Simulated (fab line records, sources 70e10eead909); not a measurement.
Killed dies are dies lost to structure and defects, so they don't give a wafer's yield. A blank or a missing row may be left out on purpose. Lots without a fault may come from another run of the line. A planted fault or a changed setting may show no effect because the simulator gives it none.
Problem report in the 8D (eight disciplines) form, filled by code | flow nand_harc | the parts of the form that need people (team, actions taken, sign-off) are left out

1. THE PROBLEM
killed_at_periphery at NHARC_END_SORT_01 reads a mean of 61.0 on 9 wafers of 3 lots; wafers without a fault read 3.9 with a standard deviation of 2.5. That is +23 standard deviations from the usual mean.
First seen on wafer L377.1, day 29 22:13, on prober-02. The record holds 15 wafers of 5 lots with a number at this step. Rule for "out", or "out of limits": more than 4 standard deviations from the usual mean. The other wafers with a number count as sound.

2. WHAT IT IS AND WHAT IT IS NOT
question                    | is                     | is not
which readings at this step | killed_at_periphery    | killed_at_array
which lots                  | L376, L377, L378       | L374, L384
which wafers of those lots  | all that have a number | -
read on which gauges        | prober-01, prober-02   | -
when                        | from day 29 22:13      | up to then (3 sound wafers); but 3 sound wafers of L384 came after

3. SUSPECTS, AND WHAT RULES EACH OUT
Counting: a tool at a process step up to the reading stays a suspect if it ran every lot that is out and no sound lot after the first of them.
- the gauge at NHARC_END_SORT_01: ruled out. The wafers that are out were read on 2 gauges (prober-01, prober-02).
- hdpcvd-01 at NHARC_P_STI_HDPCVD_20 (deposits SiO2): ruled out as a lasting fault. Sound lots L384 ran on it after its first lot that is out, L376 (day 9 06:04).
Left after counting: nothing in the record.

4. THE CAUSE (what the simulator had put in)
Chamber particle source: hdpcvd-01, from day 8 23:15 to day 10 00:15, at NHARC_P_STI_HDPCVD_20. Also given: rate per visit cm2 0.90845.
Counting ruled it out, wrongly: the rule takes a fault to strike every lot that its tool runs from its start on, and this one did not.

5. THE CHAIN OF EFFECTS, in route order
Each row: a reading whose mean over the struck wafers that have a number lies more than 3 standard deviations from the usual. Only readings for which the record gives a usual standard deviation are gone through. hours: the time from each lot's start at the first step in this table that gives one to its start at this step, as a median over the lots. sigmas: the change in usual standard deviations.
hours | step              | reading             | usual | on struck wafers | change | sigmas
0     | NHARC_END_SORT_01 | killed_at_periphery | 3.9   | 61.0             | +57.1  | +23
0     | NHARC_END_SORT_01 | killed_dies         | 55    | 119              | +64    | +4.3

6. WHAT WOULD HAVE CAUGHT IT SOONER
In this record the first reading out of limits at a measuring or inspecting step was taken at day 29 22:13, 503 hours after the fault began at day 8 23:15.
